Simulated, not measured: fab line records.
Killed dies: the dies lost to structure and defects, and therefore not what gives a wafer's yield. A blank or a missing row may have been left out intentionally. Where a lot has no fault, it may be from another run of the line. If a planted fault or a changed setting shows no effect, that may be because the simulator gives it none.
2 desks looking at one fault -- flow n5 finfet -- each desk has only its own numbers; what lay behind them comes last

## AT THE TOOL OWNER'S DESK: vapor etch-01
The tool's own readings at N5_STI_FIN_REVEAL_RECESS_09 (chemistry HF/NH3, target SiO2, afs cycles 11, target depth 42.5 nm, sublimation time 60 s): means of the sampled wafers that have a number, for each lot that ran on this tool. Any lot whose mean is over 4 standard deviations away from the usual mean is out of limits and marked OUT; that distance is given in the brackets.
Columns: A = drypump motor current A at N5_STI_FIN_REVEAL_RECESS_09, usual 5.2 A
lot,first seen here,A
L370,day 2 10:24,5.4
L371,day 2 15:47,5.1
L373,day 3 05:35,5.1
L380,day 4 22:41,5.1
L386,day 6 11:26,5.1
L392,day 8 00:23,5.1
Result from this desk: across the 6 lots, nothing is out of limits.

## FROM THE METROLOGY DESK
What the gauges read, lot by lot, whatever tool the lot ran on: means of the sampled wafers that have a number. Any lot whose mean is over 4 standard deviations away from the usual mean is out of limits and marked OUT; that distance is given in the brackets. Readings shown: 7 out of 14 (the first out of limits, and those lying furthest out on some lot).
Columns: A = trench depth nm at N5_STI_FIN_REVEAL_FIN_H_MEAS_10, usual 51.7 nm; B = DIBL_N at N5_BEOL_M4_RC_MEAS_101, usual 36.3 mV/V; C = IOFF_N at N5_BEOL_M4_RC_MEAS_101, usual 0.155 nA/um; D = IOFF_N_85C at N5_BEOL_M4_RC_MEAS_101, usual 3.0 nA/um; E = IOFF_P at N5_BEOL_M4_RC_MEAS_101, usual 0.211 nA/um; F = SS_N at N5_BEOL_M4_RC_MEAS_101, usual 71.5 mV/dec; G = SS_P at N5_BEOL_M4_RC_MEAS_101, usual 73.3 mV/dec
lot,first seen here,A,B,C,D,E,F,G
L370,day 2 13:06,50.9,37.4,0.149,2.9,0.210,71.9,73.9
L371,day 2 18:29,51.4,36.8,0.176,3.4,0.225,71.9,73.8
L373,day 3 08:17,51.6,35.6,0.141,2.8,0.220,71.2,72.5
L374,day 3 14:04,51.8,36.5,0.158,3.1,0.238,71.6,73.2
L379,day 4 21:03,51.6,35.6,0.135,2.7,0.162,71.1,72.9
L380,day 5 00:52,50.7,37.5,0.152,2.9,0.213,71.2,73.2
L386,day 6 13:37,51.7,35.3,0.141,2.7,0.200,71.9,73.2
L392,day 8 02:35,49.9,40.2,0.454 (+16) OUT,7.1 (+13) OUT,0.294,77.5 (+11) OUT,75.0
This desk's result: L392 out of limits, first on L392 (IOFF_N at N5_BEOL_M4_RC_MEAS_101), day 17 17:07. Within limits: L370, L371, L373, L374, L379, L380, L386.

## BROUGHT TOGETHER
L392 would have let the metrology desk raise an alarm at day 17 17:07.
Nothing out of limits was seen by the tool owner's desk.
On record at the tool owner's desk: L392, within its limits.
Every lot named ran N5_STI_FIN_REVEAL_RECESS_09 on vapor etch-01.

## WHAT THE SIMULATOR HAD PUT IN
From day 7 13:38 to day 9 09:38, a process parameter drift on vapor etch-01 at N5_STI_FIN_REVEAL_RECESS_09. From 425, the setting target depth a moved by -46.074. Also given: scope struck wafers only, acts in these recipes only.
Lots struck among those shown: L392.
Delay in hours, fault start to first out-of-limits reading, per desk: metrology desk 243.
